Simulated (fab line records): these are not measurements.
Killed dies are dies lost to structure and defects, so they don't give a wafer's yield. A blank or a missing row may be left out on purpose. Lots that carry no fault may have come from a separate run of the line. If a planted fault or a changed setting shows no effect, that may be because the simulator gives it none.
Problem report, 8D (eight disciplines) form, completed by code | flow n5Finfet | the parts of the form that need people (team, actions taken, sign-off) are left out

1. THE ISSUE
A mean of 127 is read at N5_PASSIVATION_PROBE_49 for killed_at_M4_up, taken on 1 wafer of 1 lot, against 13 (standard deviation 4) on wafers free of any fault. That is +28 standard deviations from the usual mean.
Earliest sighting: wafer L575.5 on prober-01 at day 17 08:40. The record holds 3 wafers of 1 lot with a number at this step. Rule for "out" (also "out of limits"): further than 4 standard deviations from the usual mean. The rest of the wafers with a number are treated as sound.

2. WHAT IT IS AND WHAT IT IS NOT
question                    | is                                                                                            | is not
which readings at this step | killed_at_M4_up, defectLimitedYield, killedDies, sort_bin_5_function, sortNPass, sortYieldPct | killed_at_M0_to_M3, killedAtContacts, killedAtFrontEnd, killedAtOther, killedOpen, killedShort
which lots                  | L575                                                                                          | -
which wafers of those lots  | L575.5                                                                                        | L575.2, L575.3
read on which tools         | prober-01                                                                                     | -
when                        | from day 17 08:40                                                                             | up to then (2 sound wafers)

3. WHAT RULES OUT EACH SUSPECT
Counting: any tool at a process step up to the reading remains a suspect provided it ran every lot that is out. Sound lots after the first of them don't rule it out here, since some wafers of a struck lot are sound.
- cvdCo-02 at N5_BEOL_M6_CVD_78 (deposits Co from CCTBA/H2, target thk 2 nm, time 142.3 s): kept. It ran the lot that is out, L575 (day 13 09:24).
- rieDiel-02 at N5_MIM_TOP_LITHO_DESCUM_10 (chemistry O2, time 7.9 s): kept. It ran the lot that is out, L575 (day 16 20:41).
- rieMetal-03 at N5_MIM_BOT_ETCH_ETCH_00 (etches TiN in Cl2/BCl3, target depth 45.5 nm): kept. It ran the lot that is out, L575 (day 16 21:47).
- pvdSputter-01 at N5_PASSIVATION_DEGAS_18 (time 60 s): kept. It ran the lot that is out, L575 (day 17 02:44).
- prober-01 at N5_PASSIVATION_PROBE_49: kept. It ran the lot that is out, L575 (day 17 08:31). Out on those wafers are its own readings of defectLimitedYield, killed_at_M4_up, killedDies, sort_bin_5_function, sortNPass, sortYieldPct.
- cvdCo-02, N5_BEOL_M6_CVD_78: wafers that are out in chamber 2, sound lot-mates in chambers 0, 1.
Left after counting: cvdCo-02 at N5_BEOL_M6_CVD_78, rieDiel-02 at N5_MIM_TOP_LITHO_DESCUM_10, rieMetal-03 at N5_MIM_BOT_ETCH_ETCH_00, pvdSputter-01 at N5_PASSIVATION_DEGAS_18, prober-01 at N5_PASSIVATION_PROBE_49.

4. THE CAUSE (what the simulator had put in)
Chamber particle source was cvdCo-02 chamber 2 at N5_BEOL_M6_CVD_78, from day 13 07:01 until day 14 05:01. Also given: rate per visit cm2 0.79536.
Counting left 5 suspects, and this tool is among them.

5. THE CHAIN OF EFFECTS, in route order
Rows list readings where the struck wafers' mean (over those with a number) sits beyond 3 standard deviations from the usual. Readings are gone through only where the record gives a usual standard deviation; hours: the median, over the lots, of the time from a lot's start at the first step in this table giving one to that lot's start at this step; sigmas: the change measured in usual standard deviations.
hours | step                    | reading             | usual  | on struck wafers | change | sigmas
0     | N5_PASSIVATION_PROBE_49 | defectLimitedYield  | 91.5 % | 81.1             | -10.4  | -8.0
0     | N5_PASSIVATION_PROBE_49 | killed_at_M4_up     | 13     | 127              | +114   | +28
0     | N5_PASSIVATION_PROBE_49 | killedDies          | 100    | 223              | +123   | +8.2
0     | N5_PASSIVATION_PROBE_49 | sort_bin_5_function | 5.0 %  | 11.9             | +6.9   | +7.8
0     | N5_PASSIVATION_PROBE_49 | sort_bin_6_memory   | 3.2 %  | 5.0              | +1.8   | +3.1
0     | N5_PASSIVATION_PROBE_49 | sortNPass           | 1080   | 957              | -123   | -8.2
0     | N5_PASSIVATION_PROBE_49 | sortYieldPct        | 91.5 % | 81.1             | -10.4  | -8.0
Here are the process steps it includes:
- N5_PASSIVATION_PROBE_49

6. WHAT WOULD HAVE CAUGHT IT SOONER
The fault began at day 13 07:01; the first out-of-limits reading in this record came at day 17 08:40, 98 hours later.
By day 17 08:40 the whole set of lots that are out, 1 in number, had already begun N5_BEOL_M6_CVD_78 on cvdCo-02. Holding the tool at that point would not have protected any of them.
